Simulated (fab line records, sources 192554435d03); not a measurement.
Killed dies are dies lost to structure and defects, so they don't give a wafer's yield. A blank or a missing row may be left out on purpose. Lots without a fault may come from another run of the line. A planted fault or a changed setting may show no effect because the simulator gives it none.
Which tool did it? | flow n5_finfet | 23 lots, 69 wafers sampled, at 1 step of a route of 1938

WHAT THE GAUGES READ, wafer by wafer
N5_BEOL_M9_OVL_MEAS_29.
lot  | measured     | on         | V8_OVL (nm)
L074 | day 9 17:16  | overlay-02 | -0.7 -0.9 0.6
L075 | day 10 10:07 | overlay-02 | 0.3 0.7 0.6
L077 | day 10 13:08 | overlay-02 | -0.6 -0.2 0.1
L078 | day 10 13:18 | overlay-01 | 1.1 0.8 1.1
L076 | day 10 16:05 | overlay-01 | 1.2 0.6 1.2
L079 | day 11 09:04 | overlay-01 | 0.5 0.9 0.8
L080 | day 11 09:28 | overlay-01 | -0.3 -1.1 -0.5
L081 | day 11 13:25 | overlay-02 | 0.8 0.8 0.7
L082 | day 11 17:25 | overlay-02 | 1.0 0.9 0.3
L084 | day 12 07:38 | overlay-01 | 0.2 0.7 0.6
L083 | day 12 17:35 | overlay-02 | 0.2 0.1 0.2
L085 | day 13 03:13 | overlay-01 | 1.6 2.0 0.7
L088 | day 13 12:33 | overlay-02 | 0.3 0.3 -0.3
L087 | day 13 15:43 | overlay-01 | 0.9 0.5 0.5
L086 | day 13 15:46 | overlay-02 | 1.3 0.4 0.0
L089 | day 13 18:06 | overlay-01 | -0.2 0.2 0.7
L090 | day 14 00:47 | overlay-01 | 1.0 1.1 1.7
L092 | day 14 01:09 | overlay-01 | 0.0 0.0 0.9
L091 | day 14 12:01 | overlay-01 | -0.8 -0.8 -0.7
L093 | day 14 19:26 | overlay-02 | 0.8 0.3 0.5
L094 | day 15 10:10 | overlay-01 | 0.1 0.4 0.4
L097 | day 15 12:31 | overlay-01 | 0.1 0.7 -0.7
L096 | day 15 17:25 | overlay-02 | 0.6 0.2 1.0

WHICH TOOL RAN EACH LOT (tool, then ch and the chambers of the sampled wafers, then the start)
The record holds no process step before these readings.

WHAT THE TOOLS THEMSELVES READ (means of the sampled wafers that have a number; where no wafer has one, the mark that the record gives instead)
The record holds no such reading with a usual standard deviation.

THE ANSWER, worked out from the rows above alone
Rule: what is usual is taken from the lots themselves. Put in order of their means at a reading, lots are off if they are a third of the lots or fewer, leave a main group of 4 or more, and stand apart from it by a gap of 3 or more times the standard deviation of the main group's means; of several such gaps the widest counts. A main group whose means are all the same, to the digits that the tables above print for the reading, isn't used. A lot without any number at a reading at which 4 lots or more have one is off too. The other lots that the step has rows for count as sound. The gauges are gone through in route order, then the tools' own readings, and for those a lot's mean is taken as printed above. The first step at which some lot is off is used, and at that step the reading that is off furthest; a lot without a number counts as furthest.
No lot is off at any reading shown: from this, nothing can be told.

WHAT THE SIMULATOR HAD PUT IN
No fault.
